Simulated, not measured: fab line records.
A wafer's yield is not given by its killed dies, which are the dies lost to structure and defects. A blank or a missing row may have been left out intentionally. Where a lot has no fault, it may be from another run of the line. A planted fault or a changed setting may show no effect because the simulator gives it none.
The tool behind it: which one? / flow n5 finfet / 24 lots, 72 wafers sampled, at 1 step of a route of 1938

WHAT THE GAUGES READ, wafer by wafer
N5_BEOL_M5_OVL_MEAS_12.
lot=L074; measured=day 8 09:56; on=overlay-01; M5_OVL (nm)=-0.4 -0.7 -0.7
lot=L075; measured=day 8 20:38; on=overlay-02; M5_OVL (nm)=0.4 0.7 0.7
lot=L076; measured=day 9 06:35; on=overlay-02; M5_OVL (nm)=1.2 0.5 1.8
lot=L077; measured=day 9 06:47; on=overlay-01; M5_OVL (nm)=-1.1 0.1 -1.0
lot=L079; measured=day 9 10:28; on=overlay-01; M5_OVL (nm)=-0.6 -0.7 -0.7
lot=L078; measured=day 9 10:38; on=overlay-01; M5_OVL (nm)=0.0 -0.8 -0.2
lot=L080; measured=day 10 05:04; on=overlay-01; M5_OVL (nm)=-0.2 -0.2 -0.3
lot=L081; measured=day 10 05:15; on=overlay-01; M5_OVL (nm)=-0.3 0.4 0.3
lot=L083; measured=day 10 12:29; on=overlay-01; M5_OVL (nm)=-0.7 -1.0 -0.6
lot=L082; measured=day 10 12:56; on=overlay-01; M5_OVL (nm)=0.0 0.1 -0.1
lot=L084; measured=day 10 20:37; on=overlay-02; M5_OVL (nm)=0.3 1.1 -0.6
lot=L085; measured=day 10 20:54; on=overlay-02; M5_OVL (nm)=-1.1 -1.5 -1.0
lot=L086; measured=day 11 15:19; on=overlay-02; M5_OVL (nm)=2.0 0.4 0.8
lot=L087; measured=day 11 18:48; on=overlay-02; M5_OVL (nm)=0.2 -0.7 -0.4
lot=L089; measured=day 11 23:06; on=overlay-02; M5_OVL (nm)=-0.9 0.0 0.0
lot=L088; measured=day 12 07:44; on=overlay-02; M5_OVL (nm)=-0.4 -0.7 -1.8
lot=L091; measured=day 12 08:00; on=overlay-01; M5_OVL (nm)=0.2 0.9 0.5
lot=L090; measured=day 12 17:10; on=overlay-02; M5_OVL (nm)=0.4 0.5 1.5
lot=L093; measured=day 13 04:43; on=overlay-01; M5_OVL (nm)=-1.3 -1.8 -0.4
lot=L092; measured=day 13 07:35; on=overlay-01; M5_OVL (nm)=-0.4 0.3 -0.6
lot=L094; measured=day 13 20:27; on=overlay-01; M5_OVL (nm)=-0.8 -0.7 -0.4
lot=L096; measured=day 14 02:48; on=overlay-02; M5_OVL (nm)=0.4 0.4 -0.8
lot=L095; measured=day 14 03:00; on=overlay-01; M5_OVL (nm)=0.0 -0.9 0.0
lot=L097; measured=day 14 12:25; on=overlay-02; M5_OVL (nm)=0.4 0.3 -0.2

EACH LOT AND THE TOOL THAT RAN IT (in order: tool; ch and the chambers of the sampled wafers; start)
No process step before these readings appears in the record.

AS READ BY THE TOOLS THEMSELVES (means over the sampled wafers that have a number; for cases with no such wafer, the mark the record gives instead)
The record holds no such reading with a usual standard deviation.

THE ANSWER, worked out from the rows above alone
Rule: the lots themselves supply what counts as usual. Put in order of their means at a reading, lots are off if they are a third of the lots or fewer, leave a main group of 4 or more, and stand apart from it by a gap of 3 or more times the standard deviation of the main group's means; of several such gaps the widest counts. Not used: any main group whose means are identical at the precision the tables above print for the reading. Also off: a lot with no number at a reading for which 4 or more lots have one. Where the step has rows for the other lots, those lots are counted as sound. First the gauges in route order, then the tools' own readings, where a lot's mean is used as printed above. At the first step where some lot is off, the reading lying furthest off is the one used; lots without a number count as furthest.
Across all readings shown, no lot is off: no conclusion can be drawn from this.

WHAT HAD BEEN PUT IN BY THE SIMULATOR
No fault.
